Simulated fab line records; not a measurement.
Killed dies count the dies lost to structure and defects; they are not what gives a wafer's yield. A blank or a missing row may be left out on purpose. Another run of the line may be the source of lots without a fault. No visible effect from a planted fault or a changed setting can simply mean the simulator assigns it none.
fab line records	flow n5Finfet
record: lots: 11	wafers: 33	lastDay: 17
route steps=1938 shown MOL_CONTACT_COAG@544 MIM_BOT_ETCH@1867 TV_OPEN@1887 PAD_METAL@1894 PASSIVATION@1936
lots with no fault: from the same line, run without faults
startH: hours from the record's first day to the start of the lot's first wafer shown	waitH: hours from the lot's prior step to this one	" repeats the value in the row above	L1.1+2: one row covering several wafers at once	- either no value or no given start	* or withheld: withheld	< > ~ a bound
route shown NAME@n: NAME is a module with steps in the file, n the number in the route of the first one	usual: the fault-free wafers' mean and standard deviation	same: alike in all rows	chamber/n: place in a boat	sites: each site's reading	_std_site: how widely they spread, as a standard deviation	_edge_site: inner sites' mean taken away from outer sites' mean	radiusMm: how far each site lies from the wafer's centre	mask NAME#n: copy n	behind: the last tool/chamber to shape the wafer	hold: reason for holding the lot/hours on hold/outcome of the hold	device: which transistor (n, p or np) failed to switch	end of line: the tests these same wafers got at the end of their route	where a step has no rows: the recipe by itself	killed: the dies lost at the first sort to structure and to defects; this is not the yield of the wafer	map: the dies of a wafer, with x for killed, . for not killed, _ for no die there
set.NAME: the setting that was run; set.NAME@STEP: the one run at that earlier step	model.NAME: the simulator's own value behind a step, which no gauge read
steps of the route over a sample of lots; a table a step, a row a wafer
services: when a tool's chamber went out of use (startH, in hours from the record's first day, below 0 if earlier), for how many hours, and the reason
== steps ==
step: N5_MOL_CONTACT_COAG_ALD_20
recipe: material: TiN	targetThkA: 15	tempC: 400	aldPrecursorFamily: TiCl4	aldCoReactant: NH3	pulseTimeS: 1	purgeTimeS: 3	coReactantPurgeTimeS: 2	coReactantPulseTimeS: 2	aldCycles: 68	pressureTorr: 3
usual: heaterPowerW: 878/89	precursorPulseHeightRel: 1.000/0.019
lot.wafer	tool	chamber	startH	waitH	heaterPowerW	precursorPulseHeightRel
L703.4	aldMetal-03	2	103.03	0.1	826	1.014
L703.5	"	2	"	"	848	1.007
L703.6	"	3	"	"	694	1.018
L705.3	aldMetal-04	2	108.27	0.1	899	0.983
L705.4	"	0	"	"	922	1.015
L705.6	"	2	"	"	901	0.978
L706.1	aldMetal-03	0	116.35	0.1	858	1.005
L706.2	"	3	"	"	702	0.999
L706.6	"	0	"	"	858	1.005
L708.1	aldMetal-04	3	123.05	0.2	914	1.024
L708.4	"	2	"	"	915	0.970
L708.5	"	3	"	"	861	0.993
L709.2	aldMetal-02	2	128.32	0.1	1047	0.975
L709.3	"	0	"	"	838	0.990
L709.5	"	2	"	"	1041	1.021
L711.1	aldMetal-04	2	139.00	0.1	878	1.008
L711.4	"	3	"	"	864	0.974
L711.5	"	0	"	"	924	1.027
L712.1	aldMetal-03	3	152.38	0.1	702	1.000
L712.3	"	1	"	"	978	1.001
L712.4	"	2	"	"	839	0.988
L713.1	aldMetal-03	1	157.81	0.1	946	1.009
L713.3	"	3	"	"	709	1.004
L713.6	"	3	"	"	696	1.014
L714.1	aldMetal-03	2	168.05	0.1	813	1.013
L714.4	"	0	"	"	890	1.020
L714.5	"	2	"	"	845	0.983
L717.2	aldMetal-03	1	178.44	0.1	987	0.997
L717.3	"	2	"	"	853	0.989
L717.4	"	0	"	"	849	0.998
L724.2	aldMetal-04	0	217.29	0.1	942	1.004
L724.3	"	2	"	"	911	1.000
L724.6	"	0	"	"	919	0.984
step: N5_MIM_BOT_ETCH_ETCH_03
recipe: chemistry: Cl2/BCl3	targetDepthA: 120	pressureMtorr: 8	icpW: 800	biasW: 100	Cl2_flow_sccm: 20	bcl3FlowSccm: 80
usual: drypumpMotorCurrentA: 6.0/0.36	oesProductAu: 0.72/0.084	throttleValvePct: 27.8/0.36
lot.wafer	tool	chamber	startH	waitH	drypumpMotorCurrentA	oesProductAu	rfHoursCounterH	throttleValvePct
L703.4	rieMetal-02	0	262.96	0.1	6.5	0.69	-	27.1
L703.5	"	0	"	"	6.5	0.69	-	27.1
L703.6	"	1	"	"	5.7	0.82	-	27.3
L705.3	rieMetal-03	1	267.92	0.1	5.4	0.79	-	27.7
L705.4	"	0	"	"	6.6	0.70	-	27.9
L705.6	"	0	"	"	6.6	0.71	-	27.9
L706.1	rieMetal-02	0	281.83	0.1	6.5	0.69	79	27.1
L706.2	"	1	"	"	5.7	0.82	23	27.3
L706.6	"	1	"	"	5.7	0.82	-	27.3
L708.1	rieMetal-03	0	282.50	0.1	6.6	0.70	73	27.9
L708.4	"	1	"	"	5.5	0.78	-	27.7
L708.5	"	1	"	"	5.5	0.79	-	27.7
L709.2	rieMetal-02	1	284.90	0.1	5.7	0.83	23	27.4
L709.3	"	0	"	"	6.5	0.68	-	27.1
L709.5	"	0	"	"	6.5	0.69	-	27.1
L711.1	rieMetal-02	0	304.86	0.1	6.5	0.69	81	27.1
L711.4	"	0	"	"	6.5	0.69	-	27.1
L711.5	"	1	"	"	5.7	0.81	-	27.3
L712.1	rieMetal-01	1	304.97	0.1	6.1	0.66	89	27.9
L712.3	"	1	"	"	6.1	0.66	-	27.9
L712.4	"	0	"	"	5.8	0.62	-	28.3
L713.1	rieMetal-01	1	313.41	0.1	6.0	0.66	90	27.9
L713.3	"	0	"	"	5.8	0.62	-	28.3
L713.6	"	1	"	"	6.1	0.67	-	27.9
L714.1	rieMetal-01	0	316.35	0.1	5.8	0.61	113	28.3
L714.4	"	0	"	"	5.8	0.60	-	28.3
L714.5	"	0	"	"	5.8	0.60	-	28.3
L717.2	rieMetal-03	0	329.29	0.1	6.6	0.69	78	27.9
L717.3	"	1	"	"	5.5	0.78	-	27.8
L717.4	"	0	"	"	6.6	0.70	-	27.9
L724.2	rieMetal-01	1	404.00	0.1	6.0	0.64	100	27.9
L724.3	"	0	"	"	5.8	0.91	-	28.2
L724.6	"	1	"	"	6.1	0.64	-	27.9
step: N5_PASSIVATION_PASS_ETCH_74
recipe: chemistry: CF4/O2	target: SiNx	targetDepthA: 2200	timeS: 110	ionEnergyEv: 100	pressureMtorr: 40	sourceW: 535	biasW: 49	Ar_flow_sccm: 100	cf4FlowSccm: 100	O2_flow_sccm: 10
usual: drypumpMotorCurrentA: 5.6/0.35	oesProductAu: 0.79/0.083	rfVppV: 239/4.3	showerheadPlenumPTorr: 2.19/0.053	throttleValvePct: 15.96/0.24
lot.wafer	tool	chamber	startH	waitH	drypumpMotorCurrentA	oesProductAu	rfHoursCounterH	rfVppV	showerheadPlenumPTorr	throttleValvePct
L703.4	rieDiel-04	1	264.45	0.0	5.8	0.79	116	245	2.13	15.80
L703.5	"	1	"	"	5.8	0.77	-	244	2.13	15.79
L703.6	"	0	"	"	5.9	0.68	-	238	2.18	15.99
L705.3	rieDiel-04	1	269.69	0.0	5.8	0.78	118	244	2.13	15.79
L705.4	"	0	"	"	5.9	0.68	240	237	2.17	16.01
L705.6	"	1	"	"	5.8	0.78	-	245	2.13	15.80
L706.1	rieDiel-02	3	283.46	0.0	5.2	0.79	109	232	2.21	15.71
L706.2	"	1	"	"	6.1	0.84	74	239	2.22	16.21
L706.6	"	0	"	"	5.5	0.86	-	239	2.23	16.05
L708.1	rieDiel-04	1	285.81	0.0	5.8	0.77	124	244	2.13	15.79
L708.4	"	3	"	"	5.4	0.71	199	249	2.27	16.04
L708.5	"	3	"	"	5.3	0.71	-	248	2.27	16.03
L709.2	rieDiel-04	3	287.06	0.0	5.3	0.72	199	249	2.27	16.04
L709.3	"	1	"	"	5.8	0.77	124	244	2.13	15.81
L709.5	"	1	"	"	5.8	0.78	-	246	2.13	15.81
L711.1	rieDiel-06	3	308.01	0.0	5.5	0.72	219	236	2.09	16.30
L711.4	"	1	"	"	5.3	0.74	183	236	2.19	16.16
L711.5	"	1	"	"	5.3	0.74	-	236	2.19	16.15
L712.1	rieDiel-02	1	308.05	0.0	6.1	0.83	82	238	2.22	16.23
L712.3	"	2	"	"	5.5	0.69	238	230	2.17	15.91
L712.4	"	3	"	"	5.1	0.79	118	232	2.21	15.72
L713.1	rieDiel-04	1	314.97	0.0	5.8	0.76	137	243	2.12	15.81
L713.3	"	3	"	"	5.4	0.70	211	250	2.26	16.06
L713.6	"	1	"	"	5.8	0.76	-	243	2.12	15.83
L714.1	rieDiel-06	3	318.05	0.0	5.5	0.72	221	237	2.09	16.32
L714.4	"	1	"	"	5.4	0.75	185	237	2.18	16.16
L714.5	"	3	"	"	5.5	0.72	-	236	2.09	16.33
L717.2	rieDiel-06	1	330.78	0.0	5.3	0.74	189	237	2.18	16.18
L717.3	"	2	"	"	6.0	0.79	99	241	2.14	16.05
L717.4	"	0	"	"	5.1	0.93	18	241	2.25	15.56
L724.2	rieDiel-02	0	405.89	0.0	5.5	0.82	77	239	2.22	16.09
L724.3	"	2	"	"	5.5	0.95	13	237	2.16	15.42
L724.6	"	1	"	"	6.1	0.80	-	239	2.21	16.28
step: N5_PASSIVATION_PRE_CLEAN_19
recipe: gas: H2/He	timeS: *	tempC: *
usual: heaterPowerW: 471/39
lot.wafer	tool	chamber	startH	waitH	heaterPowerW
L703.4	pvdSputter-03	-	265.43	0.0	518
L703.5	"	-	"	"	490
L703.6	"	-	"	"	416
L705.3	pvdSputter-03	-	272.07	0.0	457
L705.4	"	-	"	"	512
L705.6	"	-	"	"	478
L706.1	pvdSputter-02	-	285.71	0.0	437
L706.2	"	-	"	"	436
L706.6	"	-	"	"	501
L708.1	pvdSputter-03	-	286.70	0.0	408
L708.4	"	-	"	"	493
L708.5	"	-	"	"	465
L709.2	pvdSputter-01	-	288.48	0.0	497
L709.3	"	-	"	"	460
L709.5	"	-	"	"	536
L711.1	pvdSputter-03	-	308.68	0.0	412
L711.4	"	-	"	"	487
L711.5	"	-	"	"	406
L712.1	pvdSputter-03	-	309.06	0.0	515
L712.3	"	-	"	"	458
L712.4	"	-	"	"	411
L713.1	pvdSputter-02	-	315.83	0.0	422
L713.3	"	-	"	"	438
L713.6	"	-	"	"	480
L714.1	pvdSputter-03	-	318.89	0.0	460
L714.4	"	-	"	"	418
L714.5	"	-	"	"	487
L717.2	pvdSputter-01	-	331.74	0.0	458
L717.3	"	-	"	"	534
L717.4	"	-	"	"	522
L724.2	pvdSputter-03	-	406.85	0.0	416
L724.3	"	-	"	"	478
L724.6	"	-	"	"	464
step: N5_PASSIVATION_PROBE_49
usual: defectLimitedYield: 91.1/1.3	killed_at_M0_to_M3: 35/11	killed_at_M4_up: 13/5.4	killedAtContacts: 14/6.5	killedAtFrontEnd: 41/11	killedAtOther: 4/3.1	killedDies: 106/15	killedOnRim: 14/3.7	killedOpen: 69/12	killedShort: 35/7	sort_bin_4_leakage: 0.01/0.078	sort_bin_5_function: 5.2/0.86	sort_bin_6_memory: 3.4/0.64	sortNPass: 1074/15	sortYieldPct: 91.0/1.3
same: grossDies: 1180	killedAtBackSide: 0	sort_bin_8_speed[%]: 0
lot.wafer	tool	chamber	startH	waitH	defectLimitedYield[%]	killed_at_M0_to_M3	killed_at_M4_up	killedAtContacts	killedAtFrontEnd	killedAtOther	killedDies	killedOnRim	killedOpen	killedShort	sort_bin_4_leakage[%]	sort_bin_5_function[%]	sort_bin_6_memory[%]	sortNPass	sortYieldPct[%]
L714.1	prober-02	-	324.62	0.0	85.8	38	10	67	51	2	168	26	69	42	0	8.6	4.7	1012	85.8
L714.4	prober-02	-	324.77	0.2	85.6	26	14	89	33	8	170	29	64	32	0	9.3	4.0	1010	85.6
L714.5	prober-02	-	324.82	0.2	87.5	35	16	65	28	4	148	28	59	31	0	7.9	3.3	1032	87.5
L717.2	prober-02	-	337.40	0.1	84.4	36	10	111	23	4	184	22	63	26	0	10.1	4.2	996	84.4
L717.3	prober-02	-	337.45	0.1	85.9	56	6	67	35	2	166	26	75	38	0	8.5	4.3	1014	85.9
L717.4	prober-02	-	337.50	0.2	83.1	34	10	98	53	4	199	33	72	49	0	10.3	4.8	981	83.1
killed by level:class
L714.1 MOL_CONTACT_COAG:unspecified=54 FIN_SAQP:geometricParticle:short=14 STI_FIN_REVEAL:geometricParticle:open=12 MOL_CONTACT_COAG:geometricParticle:open=11 BEOL_M0_SAQP:geometricParticle:open=9 BEOL_M0_SAQP:geometricParticle:short=7 BEOL_M4:geometricParticle:open=6 FIN_SAQP:geometricParticle:open=5
L714.4 MOL_CONTACT_COAG:unspecified=72 MOL_CONTACT_COAG:geometricParticle:open=17 FIN_SAQP:geometricParticle:short=8 BEOL_M0_SAQP:geometricParticle:short=8 FIN_SAQP:geometricParticle:open=6 BEOL_M0_SAQP:geometricParticle:open=5 BEOL_M1:geometricParticle:open=5 BEOL_M3:geometricParticle:open=5
L714.5 MOL_CONTACT_COAG:unspecified=55 BEOL_M0_SAQP:geometricParticle:open=13 BEOL_M0_SAQP:geometricParticle:short=10 BEOL_M4:geometricParticle:open=9 MOL_CONTACT_COAG:geometricParticle:open=7 FIN_SAQP:geometricParticle:short=6 STI_FIN_REVEAL:geometricParticle:open=6 FIN_SAQP:geometricParticle:open=4
L717.2 MOL_CONTACT_COAG:unspecified=94 MOL_CONTACT_COAG:geometricParticle:open=13 BEOL_M2:geometricParticle:open=8 BEOL_M0_SAQP:geometricParticle:open=7 BEOL_M3:geometricParticle:open=6 DUMMY_GATE:geometricParticle:open=5 BEOL_M3:geometricParticle:short=5 FIN_SAQP:geometricParticle:open=4
L717.3 MOL_CONTACT_COAG:unspecified=52 BEOL_M0_SAQP:geometricParticle:open=15 BEOL_M0_SAQP:geometricParticle:short=12 BEOL_M2:geometricParticle:open=12 STI_FIN_REVEAL:geometricParticle:open=9 MOL_CONTACT_COAG:geometricParticle:open=9 BEOL_M3:geometricParticle:open=7 MOL_CONTACT_COAG:geometricParticle:short=6
L717.4 MOL_CONTACT_COAG:unspecified=77 MOL_CONTACT_COAG:geometricParticle:open=14 BEOL_M0_SAQP:geometricParticle:short=13 FIN_SAQP:geometricParticle:short=11 STI_FIN_REVEAL:geometricParticle:open=11 ILD0:geometricParticle:short=7 MOL_CONTACT_COAG:geometricParticle:short=7 BEOL_M0_SAQP:geometricParticle:open=6
== services ==
tool	chamber	startH	hours	kind
pvdSputter-03	-	135.52	1.7	repair
rieDiel-06	2	136.20	3.6	repair
rieDiel-02	1	146.20	2.6	repair
rieDiel-04	1	156.15	5.6	repair
rieDiel-02	3	171.82	10.5	repair
pvdSputter-03	-	172.58	5.0	repair
rieMetal-01	1	182.26	8.9	repair
aldMetal-04	2	186.00	8.6	repair
aldMetal-04	3	193.92	7.2	repair
rieDiel-02	2	199.12	3.9	repair
rieDiel-06	-	201.04	0.4	repair
rieDiel-04	2	210.52	4.3	repair
rieDiel-04	0	233.13	1.3	repair
rieDiel-06	3	237.11	10.1	repair
rieDiel-02	2	262.89	2.0	repair
aldMetal-03	-	270.01	1.2	repair
rieDiel-02	-	275.04	4.0	pm
rieMetal-03	-	279.12	1.4	pm
rieMetal-02	-	288.54	15.6	pm
rieMetal-02	0	334.12	12.0	repair
aldMetal-03	-	337.25	14.0	pm
rieMetal-02	1	341.29	1.8	repair
rieMetal-02	-	342.83	0.8	repair
rieMetal-02	1	405.32	3.3	repair
== key ==
firstSign: step: N5_PASSIVATION_PROBE_49	reading: killedAtContacts	direction: up	sigmas: 11	usual: 14	struck: 83
effect: step: N5_PASSIVATION_PROBE_49	reading: killedDies	direction: up	sigmas: 4.4	usual: 106	struck: 172
moreKillsBornAt: N5_MOL_CONTACT_COAG_ALD_20@aldMetal-03: 404
metAt N5_MOL_CONTACT_COAG_ALD_20
struckLots L714,L717
notActingAt N5_MIM_BOT_ETCH_ETCH_03,N5_PASSIVATION_PASS_ETCH_74,N5_PASSIVATION_PRE_CLEAN_19
onsetBetween 157.81 168.05
fault: kind: chamberParticleSource	tool: aldMetal-03	chamber: -	onsetH: 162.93	steps: N5_MOL_CONTACT_COAG_ALD_20	ratePerVisitCm2: 0.49623	endH: 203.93
